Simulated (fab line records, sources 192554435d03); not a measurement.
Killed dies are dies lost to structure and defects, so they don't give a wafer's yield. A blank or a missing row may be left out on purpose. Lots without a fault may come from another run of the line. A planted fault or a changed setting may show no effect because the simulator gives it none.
Split-lot experiment | flow n5_finfet | 7 lots, 21 wafers read, on a route of 1938 steps

THE SPLIT
At N5_BEOL_M7_ETCH_41 (etches SiCN in CH3F/O2, target depth 31.9 nm, time 57.8 s), the setting source_w was moved away from the recipe's 395 W on 6 of the 21 wafers read, by -11.7% to +15.4%. The other wafers ran this setting at the recipe's value.

The reading is taken at the split's own step.

THE READING
rf_vpp_V, in V, at N5_BEOL_M7_ETCH_41 (etches SiCN in CH3F/O2, target depth 31.9 nm, time 57.8 s). Fault-free wafers of this fab line usually give 297.5 V, standard deviation 1.8 V.

wafer  | tool, chamber at the split | source_w as run, W | against the recipe | rf_vpp_V, V | against lot-mates on the recipe
L077.3 | rie_diel-03, 3             | 395                | recipe             | 296.2       | -
L077.4 | rie_diel-03, 1             | 348.9              | -11.7%             | 311.2       | +15.0
L077.5 | rie_diel-03, 0             | 348.9              | -11.7%             | 310.1       | +13.9
L078.2 | rie_diel-03, 0             | 455.2              | +15.2%             | 283.3       | -16.6
L078.5 | rie_diel-03, 1             | 455.2              | +15.2%             | 284.0       | -15.9
L078.6 | rie_diel-03, 2             | 395                | recipe             | 299.9       | -
L082.1 | rie_diel-03, 0             | 395                | recipe             | 298.8       | -
L082.2 | rie_diel-03, 1             | 395                | recipe             | 298.5       | -
L082.5 | rie_diel-03, 2             | 395                | recipe             | 298.6       | -
L090.1 | rie_diel-03, 3             | 395                | recipe             | 294.4       | -
L090.3 | rie_diel-03, 2             | 395                | recipe             | 298.7       | -
L090.6 | rie_diel-03, 3             | 395                | recipe             | 296.3       | -
L091.1 | rie_diel-05, 0             | 455.9              | +15.4%             | 282.6       | -14.4
L091.3 | rie_diel-05, 2             | 455.9              | +15.4%             | 280.7       | -16.3
L091.4 | rie_diel-05, 1             | 395                | recipe             | 297.0       | -
L095.1 | rie_diel-01, 0             | 395                | recipe             | 298.2       | -
L095.3 | rie_diel-01, 1             | 395                | recipe             | 299.9       | -
L095.5 | rie_diel-01, 1             | 395                | recipe             | 300.9       | -
L097.1 | rie_diel-05, 1             | 395                | recipe             | 296.4       | -
L097.2 | rie_diel-05, 2             | 395                | recipe             | 296.0       | -
L097.4 | rie_diel-05, 0             | 395                | recipe             | 297.3       | -

THE FIT
A straight line over all 21 wafers: rf_vpp_V changes by -1.02 V for each +1% of source_w; r = -0.98; the points scatter about the line by 1.7 V.
The same after taking each lot's own level away (the mean of its wafers on the recipe; 21 wafers): -1.09 V for each +1%; r = -0.99; scatter 1.1 V.
On that fit, the largest move of source_w shifts the reading by 17 V.
The lots' own levels span 296.20 to 299.90 V, that is 2.1 times the standard deviation above.
So the lot-to-lot level changes the slope little: the two slopes agree.
Check: with one of the wafers moved furthest among these (+15.4%) left out of the fit, the line predicts -17 V for it against its lot-mates. It came out at -14.4 V against them.
Tool readings at the split's step, against how far the setting was moved: rf_vpp_V r = -0.98.

OTHER SPLITS ON THESE WAFERS
These wafers also went through other splits before the reading. Each is held against what the fit with the lots' levels taken away leaves over:
other split on the same wafers    | wafers away from the commonest value | r with rf_vpp_V (lot level and that fit taken away)
N5_BEOL_M6_EXPOSE_25 dose_mj      | 4                                    | -0.22
N5_BEOL_M7_PECVD_70 temp_c        | 10                                   | +0.16
N5_BEOL_M7_HM_DEP_02 target_thk_a | 8                                    | -0.19
N5_BEOL_M7_TRENCH_ETCH_37 bias_w  | 6                                    | -0.31

THE FILE'S OWN FIT
rf_vpp_V changes by -1.08 V for each +1% of source_w, r = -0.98.
